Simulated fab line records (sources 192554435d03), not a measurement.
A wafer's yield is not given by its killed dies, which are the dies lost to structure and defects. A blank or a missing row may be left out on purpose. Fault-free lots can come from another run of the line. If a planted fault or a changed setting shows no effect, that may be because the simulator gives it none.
Which of the tools did it?	flow n5-finfet	12 lots with 36 wafers sampled at 6 steps, on a route of 1938 steps

## WHAT THE GAUGES READ, wafer by wafer
N5_BEOL_M11_OCD_MEAS_38.
lot	measured	on	trench-depth-nm (nm)
L074	day 10 22:45	ocd-02	148 156 149
L078	day 11 18:44	ocd-01	146 146 152
L080	day 11 21:14	ocd-02	145 147 148
L081	day 12 04:20	ocd-01	150 149 146
L085	day 13 07:31	ocd-02	144 145 149
L084	day 13 07:11	ocd-02	145 151 145
L087	day 13 13:40	ocd-01	148 155 148
L091	day 14 20:08	ocd-02	146 145 149
L090	day 15 00:22	ocd-02	146 149 144
L092	day 15 09:27	ocd-01	142 146 146
L094	day 16 03:56	ocd-01	152 150 148
L097	day 16 10:14	ocd-02	149 156 148

## EACH LOT AND THE TOOL THAT RAN IT (in order: tool; ch and the chambers of the sampled wafers; start)
lot	N5_BEOL_M10_CURE_72	N5_BEOL_M10_SURFACE_TREAT_76	N5_BEOL_M11_ILD_DEP_00	N5_BEOL_M11_STRIP_36	N5_BEOL_M11_STRIP_77
L074	uv-cure-01 ch 1, day 10 12:53	pvd-sputter-01, day 10 13:58	pecvd-04 ch 1,2, day 10 15:27	rie-diel-01 ch 0,2,3, day 10 22:32	rie-diel-01 ch 0,2,3, day 10 22:45 or earlier
L078	uv-cure-02 ch 0, day 11 11:10	pvd-sputter-02, day 11 12:43	pecvd-01 ch 0,1,2, day 11 14:31	rie-diel-04 ch 1,2,3, day 11 18:31	rie-diel-04 ch 1,2,3, day 11 18:44 or earlier
L080	uv-cure-01 ch 1, day 11 15:33	pvd-sputter-03, day 11 16:19	pecvd-04 ch 0,1, day 11 17:36	rie-diel-05 ch 1,3, day 11 21:01	rie-diel-05 ch 1,3, day 11 21:14 or earlier
L081	uv-cure-01 ch 0, day 11 21:50	pvd-sputter-01, day 11 22:38	pecvd-03 ch 0,1,2, day 12 01:19	rie-diel-05 ch 0,2,3, day 12 04:07	rie-diel-05 ch 0,2,3, day 12 04:20 or earlier
L085	uv-cure-03 ch 0, day 13 00:57	pvd-sputter-01, day 13 01:51	pecvd-03 ch 0,1,2, day 13 03:27	rie-diel-05 ch 0,1,3, day 13 07:17	rie-diel-05 ch 0,1,3, day 13 07:31 or earlier
L084	uv-cure-01 ch 0, day 13 01:06	pvd-sputter-01, day 13 01:58	pecvd-03 ch 0,1,2, day 13 03:45	rie-diel-04 ch 1,2,3, day 13 06:58	rie-diel-04 ch 1,2,3, day 13 07:11 or earlier
L087	uv-cure-03 ch 0, day 13 07:46	pvd-sputter-02, day 13 08:43	pecvd-04 ch 1,2, day 13 10:02	rie-diel-04 ch 1,2,3, day 13 13:26	rie-diel-04 ch 1,2,3, day 13 13:40 or earlier
L091	uv-cure-01 ch 2, day 14 12:59	pvd-sputter-02, day 14 14:05	pecvd-03 ch 0,1,2, day 14 15:35	rie-diel-04 ch 0,1,2, day 14 19:55	rie-diel-04 ch 0,1,2, day 14 20:08 or earlier
L090	uv-cure-01 ch 1, day 14 16:20	pvd-sputter-03, day 14 17:07	pecvd-04 ch 0,1,2, day 14 18:50	rie-diel-05 ch 1,2,3, day 15 00:09	rie-diel-05 ch 1,2,3, day 15 00:22 or earlier
L092	uv-cure-03 ch 1, day 14 23:28	pvd-sputter-01, day 15 00:50	pecvd-04 ch 0,2, day 15 02:20	rie-diel-05 ch 1,3, day 15 09:14	rie-diel-05 ch 1,3, day 15 09:27 or earlier
L094	uv-cure-02 ch 0, day 15 19:11	pvd-sputter-02, day 15 20:16	pecvd-01 ch 0,1, day 15 21:41	rie-diel-01 ch 1,2, day 16 03:42	rie-diel-01 ch 1,2, day 16 03:56 or earlier
L097	uv-cure-01 ch 2, day 16 02:21	pvd-sputter-02, day 16 04:17	pecvd-03 ch 0,1, day 16 05:34	rie-diel-01 ch 0,2,3, day 16 10:01	rie-diel-01 ch 0,2,3, day 16 10:14 or earlier
- N5_BEOL_M10_CURE_72: cures SiCOH lowk, time 120 s.
- N5_BEOL_M10_SURFACE_TREAT_76
- N5_BEOL_M11_ILD_DEP_00: deposits SiCOH lowk from DEMS/porogen, target thk 308.51 nm, time 58 s.
- N5_BEOL_M11_STRIP_36: strips in N2/H2.
- N5_BEOL_M11_STRIP_77: strips in N2/H2, time 10 s.

## THE ANSWER, worked out from the rows above alone
Rule: the usual values come from the lots themselves. Put in order of their means at a reading, lots are off if they are a third of the lots or fewer, leave a main group of 4 or more, and stand apart from it by a gap of 3 or more times the standard deviation of the main group's means; of several such gaps the widest counts. Not used: any main group whose means are identical at the precision the tables above print for the reading. Also off: a lot with no number at a reading for which 4 or more lots have one. Any other lot the step has rows for is counted as sound.
No lot is off on any of the readings shown, so nothing can be concluded from this.

## WHAT THE SIMULATOR HAD PUT IN
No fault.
